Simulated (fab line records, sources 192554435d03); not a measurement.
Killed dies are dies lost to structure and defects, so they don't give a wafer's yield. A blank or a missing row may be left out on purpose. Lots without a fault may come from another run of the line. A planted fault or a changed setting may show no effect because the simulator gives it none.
fab line records | flow n5_finfet
record lots=7 wafers=21
route steps=1938 shown BEOL_M6@1224 BEOL_M7@1293 BEOL_M8@1335 BEOL_M9@1405
start_h: hours from the record's first day to the start of the lot's first wafer shown | wait_h: hours since the lot's step before | " the same as in the row above | L1.1+2: a row that stands for several wafers | - no value, or no start given | * or withheld: withheld | < > ~ a bound
route shown NAME@n: a module of which the file shows steps, and the number in the route of the first | usual: mean/standard deviation of fault-free wafers | same: alike in all rows | chamber/n: place in a boat | sites: the reading at each site | _std_site: their standard deviation | _edge_site: outer sites' mean less inner sites' | radius_mm: how far each site lies from the wafer's centre | mask NAME#n: copy n | behind: the tool/chamber that last shaped the wafer | hold: why the lot was held/for how many hours/how that ended | device: the transistor (n, p or np) that didn't switch | end of line: the same wafers' tests at the end of the route | a step without rows: its recipe alone | killed: dies lost to structure and defects at the first sort, not the wafer's yield | map: a wafer's dies, x killed, . not, _ none there
set.NAME: the setting as run; set.NAME@STEP: as run at that earlier step | model.NAME: the simulator's own value behind a step, which no gauge read
lots whose settings were changed on purpose; a table a step, a row a wafer
## steps
# step N5_BEOL_M6_EXPOSE_25
# recipe mask_id=V5 na=0.33 source_shape=annular sigma_inner=0.4 sigma_outer=0.8 polarization=unpolarized target_cd_nm=40 dose_mj=45
# columns lot.wafer tool chamber start_h wait_h mask set.dose_mj
L078.3+5 euv_scanner-02 0 211.79 - V5#0 45
L078.4 " 0 " " V5#0 42.38
L081.1+2+3 euv_scanner-01 0 230.55 - V5#0 45
L080.1+3+6 euv_scanner-01 0 231.51 - V5#0 45
L083.2+5 euv_scanner-02 0 234.84 - V5#0 47.03
L083.3 " 0 " " V5#0 45
L089.2+4+6 euv_scanner-02 0 283.83 - V5#0 45
L090.2+3 euv_scanner-01 0 290.24 - V5#0 45
L090.5 " 0 " " V5#0 43.17
L096.2+3 euv_scanner-01 0 328.66 - V5#0 45
L096.4 " 0 " " V5#0 43.62
# step N5_BEOL_M6_PEB_26
# recipe peb_temp_c=100 peb_time_s=60 resist=CAR-EUV
# step N5_BEOL_M6_DEVELOP_27
# recipe develop_time_s=30 developer=TMAH resist=CAR-EUV rinse_liquid=surfactant_rinse dry=air_spin dev_temp_c=23
# step N5_BEOL_M6_CD_MEAS_28
# recipe target_cd_nm=40 landing_energy_ev=500 detector=se_inlens
# usual cd_nm=40.03/0.26
# columns lot.wafer tool chamber start_h wait_h set.dose_mj@BEOL_M6_EXPOSE_25 cd_nm
L078.3 cd_sem-03 0 211.92 - 45 39.82
L078.4 " 0 " " 42.38 38.16
L078.5 " 0 " " 45 40.37
L081.1 cd_sem-03 0 230.68 - 45 39.91
L081.2 " 0 " " 45 39.90
L081.3 " 0 " " 45 39.77
L080.1 cd_sem-02 0 231.64 - 45 39.93
L080.3 " 0 " " 45 40.07
L080.6 " 0 " " 45 39.83
L083.2 cd_sem-02 0 234.96 - 47.03 40.93
L083.3 " 0 " " 45 40.33
L083.5 " 0 " " 47.03 41.08
L089.2 cd_sem-01 0 283.96 - 45 39.83
L089.4 " 0 " " 45 40.13
L089.6 " 0 " " 45 39.91
L090.2 cd_sem-03 0 290.37 - 45 40.07
L090.3 " 0 " " 45 40.15
L090.5 " 0 " " 43.17 38.71
L096.2 cd_sem-02 0 328.79 - 45 40.14
L096.3 " 0 " " 45 39.70
L096.4 " 0 " " 43.62 39.30
# step N5_BEOL_M6_DESCUM_33
# recipe chemistry=O2 time_s=7 source_power_w=50 bias_power_w=20 pressure_mtorr=20 rf_frequency_hz=2.712e+07 temp_c=40 resist=CAR-EUV o2_flow_sccm=225
# columns lot.wafer tool chamber start_h wait_h set.dose_mj@BEOL_M6_EXPOSE_25 model.BEOL_M6.cd_nm
L078.3 rie_diel-03 3 212.04 0.0 45 39.8
L078.4 " 0 " " 42.38 38.6
L078.5 " 2 " " 45 40.2
L081.1+3 rie_diel-03 3,0 230.80 0.0 45 39.8
L081.2 " 1 " " 45 40
L080.1+3+6 rie_diel-05 0,1,0 231.77 0.0 45 40.2
L083.2 rie_diel-05 0 235.13 0.1 47.03 41.2
L083.3 " 1 " " 45 40
L083.5 " 2 " " 47.03 41
L089.2 rie_diel-05 2 284.22 0.2 45 40.2
L089.4 " 2 " " 45 40.4
L089.6 " 1 " " 45 40
L090.2+3 rie_diel-03 0,3 290.49 0.0 45 40
L090.5 " 3 " " 43.17 39.2
L096.2 rie_diel-05 3 329.19 0.3 45 40.2
L096.3 " 1 " " 45 40
L096.4 " 0 " " 43.62 39.4
# step N5_BEOL_M6_ETCH_72
# recipe chemistry=N2/H2 target=underlayer target_depth_a=65 mask_material=CAR-EUV time_s=5.2 ion_energy_ev=200 pressure_mtorr=30 source_w=840 bias_w=150 n2_flow_sccm=200 h2_flow_sccm=200 ends=cleared
# step N5_BEOL_M6_ETCH_65
# recipe chemistry=CF4 target=SiARC target_depth_a=156 mask_material=CAR-EUV time_s=26 ion_energy_ev=80 pressure_mtorr=40 source_w=545 bias_w=36 Ar_flow_sccm=100 cf4_flow_sccm=100 ends=cleared
# columns lot.wafer tool chamber start_h wait_h set.dose_mj@BEOL_M6_EXPOSE_25 model.BEOL_M6.cd_nm
L078.3 rie_diel-03 3 212.09 0.0 45 40
L078.4 " 0 " " 42.38 38.4
L078.5 " 2 " " 45 40.2
L081.1 rie_diel-03 3 230.85 0.0 45 39.8
L081.2 " 1 " " 45 40
L081.3 " 0 " " 45 39.6
L080.1+6 rie_diel-05 0 231.82 0.0 45 40.4
L080.3 " 1 " " 45 40.2
L083.2 rie_diel-05 0 235.18 0.0 47.03 41.4
L083.3 " 1 " " 45 40
L083.5 " 2 " " 47.03 41
L089.2 rie_diel-05 2 284.27 0.0 45 40.4
L089.4 " 2 " " 45 40.6
L089.6 " 1 " " 45 40.2
L090.2+3 rie_diel-03 0,3 290.54 0.0 45 40
L090.5 " 3 " " 43.17 39.2
L096.2 rie_diel-05 3 329.24 0.0 45 40
L096.3 " 1 " " 45 40.2
L096.4 " 0 " " 43.62 39.6
# step N5_BEOL_M6_ETCH_66
# recipe chemistry=N2/H2 target=SOC target_depth_a=800 overetch_a=160 mask_material=SiARC temp_c=40 time_s=120 ion_energy_ev=200 pressure_mtorr=30 source_w=840 bias_w=150 n2_flow_sccm=200 h2_flow_sccm=200
# usual rf_vpp_V=524.1/2.5
# columns lot.wafer tool chamber start_h wait_h set.bias_w rf_vpp_V model.SiARC_of_BEOL_M6_COAT_64.thk_nm
L078.3 rie_diel-03 3 212.12 0.0 131.8 481.0 7.4
L078.4 " 0 " " 131.8 483.0 7.4
L078.5 " 2 " " 150 520.1 6.8
L081.1 rie_diel-03 3 230.88 0.0 150 521.9 6.4
L081.2 " 1 " " 150 526.0 6.2
L081.3 " 0 " " 150 525.5 6.4
L080.1 rie_diel-05 0 231.85 0.0 150 526.9 6.4
L080.3 " 1 " " 150 520.2 6.4
L080.6 " 0 " " 150 526.9 6.4
L083.2 rie_diel-05 0 235.21 0.0 157.2 542.2 6.2
L083.3 " 1 " " 150 519.4 6.6
L083.5 " 2 " " 150 528.3 6.4
L089.2 rie_diel-05 2 284.30 0.0 170.1 572.1 5.6
L089.4 " 2 " " 170.1 571.3 5.6
L089.6 " 1 " " 150 520.3 6.6
L090.2 rie_diel-03 0 290.57 0.0 150 526.0 6.4
L090.3 " 3 " " 150 521.8 6.6
L090.5 " 3 " " 129.5 477.5 7.6
L096.2 rie_diel-05 3 329.27 0.0 156.9 538.1 5.8
L096.3 " 1 " " 150 528.7 6.4
L096.4 " 0 " " 150 526.2 6.4
# step N5_BEOL_M7_EXPOSE_25
# recipe mask_id=V6 na=0.33 source_shape=annular sigma_inner=0.4 sigma_outer=0.8 polarization=unpolarized target_cd_nm=40 dose_mj=42.5
# columns lot.wafer tool chamber start_h wait_h mask set.dose_mj
L078.3+4 euv_scanner-01 0 221.09 - V6#0 43.72
L078.5 " 0 " " V6#0 42.5
L081.1+2+3 euv_scanner-01 0 236.66 - V6#0 42.5
L080.1+3+6 euv_scanner-02 0 238.53 - V6#0 42.5
L083.2+5 euv_scanner-02 0 242.23 - V6#0 42.5
L083.3 " 0 " " V6#0 41.59
L089.2+4+6 euv_scanner-01 0 290.19 - V6#0 42.5
L090.2+5 euv_scanner-02 0 298.33 - V6#0 44.47
L090.3 " 0 " " V6#0 42.5
L096.2+3+4 euv_scanner-02 0 339.41 - V6#0 40.15
# step N5_BEOL_M7_PEB_26
# recipe peb_temp_c=100 peb_time_s=60 resist=CAR-EUV
# step N5_BEOL_M7_DEVELOP_27
# recipe develop_time_s=30 developer=TMAH resist=CAR-EUV rinse_liquid=surfactant_rinse dry=air_spin dev_temp_c=23
# step N5_BEOL_M7_DESCUM_33
# recipe chemistry=O2 time_s=7 source_power_w=50 bias_power_w=20 pressure_mtorr=20 rf_frequency_hz=2.712e+07 temp_c=40 resist=CAR-EUV o2_flow_sccm=225
# columns lot.wafer tool chamber start_h wait_h set.dose_mj@BEOL_M7_EXPOSE_25 model.BEOL_M7.cd_nm
L078.3+4 rie_diel-06 3,0 221.33 0.0 43.72 40.6
L078.5 " 2 " " 42.5 39.6
L081.1 rie_diel-02 3 237.06 0.2 42.5 40.2
L081.2+3 " 1,2 " " 42.5 40
L080.1+3 rie_diel-06 2,0 238.79 0.0 42.5 40.2
L080.6 " 0 " " 42.5 40.4
L083.2 rie_diel-02 3 242.60 0.1 42.5 40.2
L083.3 " 2 " " 41.59 39.6
L083.5 " 2 " " 42.5 40
L089.2 rie_diel-06 0 290.44 0.0 42.5 40
L089.4+6 " 3,2 " " 42.5 39.8
L090.2 rie_diel-01 0 298.89 0.3 44.47 41
L090.3 " 1 " " 42.5 39.6
L090.5 " 3 " " 44.47 40.8
L096.2+3+4 rie_diel-06 1,3,0 340.87 1.2 40.15 38.8
# step N5_BEOL_M7_ETCH_72
# recipe chemistry=N2/H2 target=underlayer target_depth_a=65 mask_material=CAR-EUV time_s=5.2 ion_energy_ev=200 pressure_mtorr=30 source_w=840 bias_w=150 n2_flow_sccm=200 h2_flow_sccm=200 ends=cleared
# columns lot.wafer tool chamber start_h wait_h set.dose_mj@BEOL_M7_EXPOSE_25 model.BEOL_M7.cd_nm
L078.3 rie_diel-06 3 221.37 0.0 43.72 40.4
L078.4 " 0 " " 43.72 40.6
L078.5 " 2 " " 42.5 39.8
L081.1 rie_diel-02 3 237.10 0.0 42.5 40.2
L081.2+3 " 1,2 " " 42.5 39.8
L080.1 rie_diel-06 2 238.82 0.0 42.5 40.4
L080.3+6 " 0 " " 42.5 40.2
L083.2 rie_diel-02 3 242.64 0.0 42.5 40.2
L083.3 " 2 " " 41.59 39.4
L083.5 " 2 " " 42.5 40
L089.2 rie_diel-06 0 290.48 0.0 42.5 40.2
L089.4+6 " 3,2 " " 42.5 39.8
L090.2 rie_diel-01 0 298.93 0.0 44.47 41
L090.3 " 1 " " 42.5 39.6
L090.5 " 3 " " 44.47 40.8
L096.2+3 rie_diel-06 1,3 340.90 0.0 40.15 38.6
L096.4 " 0 " " 40.15 38.8
# step N5_BEOL_M7_ETCH_65
# recipe chemistry=CF4 target=SiARC target_depth_a=156 mask_material=CAR-EUV time_s=26 ion_energy_ev=80 pressure_mtorr=40 source_w=545 bias_w=36 Ar_flow_sccm=100 cf4_flow_sccm=100 ends=cleared
# columns lot.wafer tool chamber start_h wait_h set.dose_mj@BEOL_M7_EXPOSE_25 model.BEOL_M7.cd_nm
L078.3 rie_diel-06 3 221.38 0.0 43.72 40.4
L078.4 " 0 " " 43.72 40.6
L078.5 " 2 " " 42.5 39.8
L081.1 rie_diel-02 3 237.11 0.0 42.5 40.2
L081.2+3 " 1,2 " " 42.5 40
L080.1 rie_diel-06 2 238.84 0.0 42.5 40.4
L080.3+6 " 0 " " 42.5 40.2
L083.2 rie_diel-02 3 242.65 0.0 42.5 40.4
L083.3 " 2 " " 41.59 39.6
L083.5 " 2 " " 42.5 40
L089.2 rie_diel-06 0 290.49 0.0 42.5 40.2
L089.4 " 3 " " 42.5 39.8
L089.6 " 2 " " 42.5 40
L090.2 rie_diel-01 0 298.94 0.0 44.47 41
L090.3 " 1 " " 42.5 39.6
L090.5 " 3 " " 44.47 40.6
L096.2+3 rie_diel-06 1,3 340.92 0.0 40.15 38.6
L096.4 " 0 " " 40.15 38.8
# step N5_BEOL_M7_ETCH_66
# recipe chemistry=N2/H2 target=SOC target_depth_a=800 overetch_a=160 mask_material=SiARC temp_c=40 time_s=120 ion_energy_ev=200 pressure_mtorr=30 source_w=840 bias_w=150 n2_flow_sccm=200 h2_flow_sccm=200
# usual rf_vpp_V=524.0/2.3
# columns lot.wafer tool chamber start_h wait_h set.bias_w set.dose_mj@BEOL_M7_EXPOSE_25 rf_vpp_V model.BEOL_M7.cd_nm
L078.3 rie_diel-06 3 221.41 0.0 150 43.72 524.0 40.8
L078.4 " 0 " " 150 43.72 522.3 40.6
L078.5 " 2 " " 161.9 42.5 552.2 39.8
L081.1 rie_diel-02 3 237.14 0.0 158.3 42.5 542.7 40.2
L081.2 " 1 " " 150 42.5 520.5 40
L081.3 " 2 " " 150 42.5 525.2 40
L080.1 rie_diel-06 2 238.87 0.0 150 42.5 527.5 40.2
L080.3 " 0 " " 150 42.5 523.6 40.2
L080.6 " 0 " " 150 42.5 522.3 40.4
L083.2 rie_diel-02 3 242.68 0.0 150 42.5 523.0 40.2
L083.3 " 2 " " 150 41.59 525.7 39.4
L083.5 " 2 " " 150 42.5 524.1 39.8
L089.2 rie_diel-06 0 290.52 0.0 168.2 42.5 561.6 40.2
L089.4 " 3 " " 150 42.5 525.1 40
L089.6 " 2 " " 168.2 42.5 565.7 40.2
L090.2 rie_diel-01 0 298.97 0.0 150 44.47 523.0 41.2
L090.3 " 1 " " 150 42.5 521.8 39.6
L090.5 " 3 " " 150 44.47 526.5 41
L096.2 rie_diel-06 1 340.95 0.0 150 40.15 521.4 38.6
L096.3 " 3 " " 150 40.15 524.6 38.8
L096.4 " 0 " " 150 40.15 522.0 38.8
# step N5_BEOL_M8_PECVD_70
# recipe material=SiO2 target_thk_a=200 temp_c=400 precursor=TEOS/O2 pressure_torr=5.5 rf_w=450 teos_flow_sccm=53.8 gas=O2 flow_sccm=3000 time_s=22.7
# columns lot.wafer tool chamber start_h wait_h set.time_s model.SiO2_of_BEOL_M8_PECVD_70.thk_nm
L078.3 pecvd-03 2 227.18 0.0 22.7 19.8
L078.4+5 " 2,0 " " 22.7 20
L081.1 pecvd-01 1 241.27 0.0 25.54 22.6
L081.2 " 0 " " 22.7 19.8
L081.3 " 2 " " 25.54 22.2
L080.1 pecvd-03 0 242.07 0.0 22.7 19.6
L080.3 " 2 " " 22.7 19.8
L080.6 " 2 " " 22.7 20
L083.2 pecvd-03 1 247.89 0.0 25.68 22.8
L083.3 " 0 " " 25.68 22.6
L083.5 " 0 " " 22.7 20.4
L089.2 pecvd-01 2 294.52 0.0 24.51 21.4
L089.4 " 1 " " 24.51 21.8
L089.6 " 2 " " 24.51 22
L090.2+5 pecvd-01 2,0 304.49 0.0 22.7 19.8
L090.3 " 2 " " 25.44 22.2
L096.2 pecvd-01 1 344.34 0.0 22.7 20
L096.3 " 1 " " 25.41 22.4
L096.4 " 0 " " 22.7 19.6
# step N5_BEOL_M9_HM_DEP_02
# recipe material=TiN target_thk_a=200 temp_c=25 chamber_pressure_pa=0.49996
# columns lot.wafer tool chamber start_h wait_h set.target_thk_a model.TiN_of_BEOL_M9_HM_DEP_02.thk_nm
L078.3+4 pvd_sputter-03 - 235.03 1.1 200 19.8
L078.5 " - " " 200 19.6
L081.1 pvd_sputter-01 - 251.70 1.6 177.8 18
L081.2+3 " - " " 200 20
L080.1+6 pvd_sputter-03 - 252.98 1.3 200 20
L080.3 " - " " 200 20.2
L083.2 pvd_sputter-03 - 257.33 1.0 200 19.6
L083.3+5 " - " " 210.6 21
L089.2 pvd_sputter-01 - 305.16 1.7 188.4 18.8
L089.4 " - " " 188.4 19
L089.6 " - " " 200 20.2
L090.2 pvd_sputter-02 - 312.38 0.5 176.4 17.6
L090.3 " - " " 176.4 18
L090.5 " - " " 176.4 17.8
L096.2+4 pvd_sputter-01 - 352.57 0.6 200 19.8
L096.3 " - " " 178.4 18
## key
split step=N5_BEOL_M6_EXPOSE_25 setting=dose_mj stated=45 by=wafer
response step=N5_BEOL_M6_CD_MEAS_28 reading=cd_nm change=+0.273 per=1% r=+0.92
response step=N5_BEOL_M6_DESCUM_33 reading=model.BEOL_M6.cd_nm change=+0.231 per=1% r=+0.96
response step=N5_BEOL_M6_ETCH_65 reading=model.BEOL_M6.cd_nm change=+0.251 per=1% r=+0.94
split step=N5_BEOL_M6_ETCH_66 setting=bias_w stated=150 by=wafer
response step=N5_BEOL_M6_ETCH_66 reading=rf_vpp_V change=+3.45 per=1% r=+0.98
response step=N5_BEOL_M6_ETCH_66 reading=model.SiARC_of_BEOL_M6_COAT_64.thk_nm change=-0.0716 per=1% r=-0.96
split step=N5_BEOL_M7_EXPOSE_25 setting=dose_mj stated=42.5 by=wafer
response step=N5_BEOL_M7_DESCUM_33 reading=model.BEOL_M7.cd_nm change=+0.29 per=1% r=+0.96
response step=N5_BEOL_M7_ETCH_72 reading=model.BEOL_M7.cd_nm change=+0.278 per=1% r=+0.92
response step=N5_BEOL_M7_ETCH_65 reading=model.BEOL_M7.cd_nm change=+0.258 per=1% r=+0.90
response step=N5_BEOL_M7_ETCH_66 reading=model.BEOL_M7.cd_nm change=+0.315 per=1% r=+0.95
split step=N5_BEOL_M7_ETCH_66 setting=bias_w stated=150 by=wafer
response step=N5_BEOL_M7_ETCH_66 reading=rf_vpp_V change=+3.35 per=1% r=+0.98
split step=N5_BEOL_M8_PECVD_70 setting=time_s stated=22.7 by=wafer
response step=N5_BEOL_M8_PECVD_70 reading=model.SiO2_of_BEOL_M8_PECVD_70.thk_nm change=+0.199 per=1% r=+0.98
split step=N5_BEOL_M9_HM_DEP_02 setting=target_thk_a stated=200 by=wafer
response step=N5_BEOL_M9_HM_DEP_02 reading=model.TiN_of_BEOL_M9_HM_DEP_02.thk_nm change=+0.188 per=1% r=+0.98
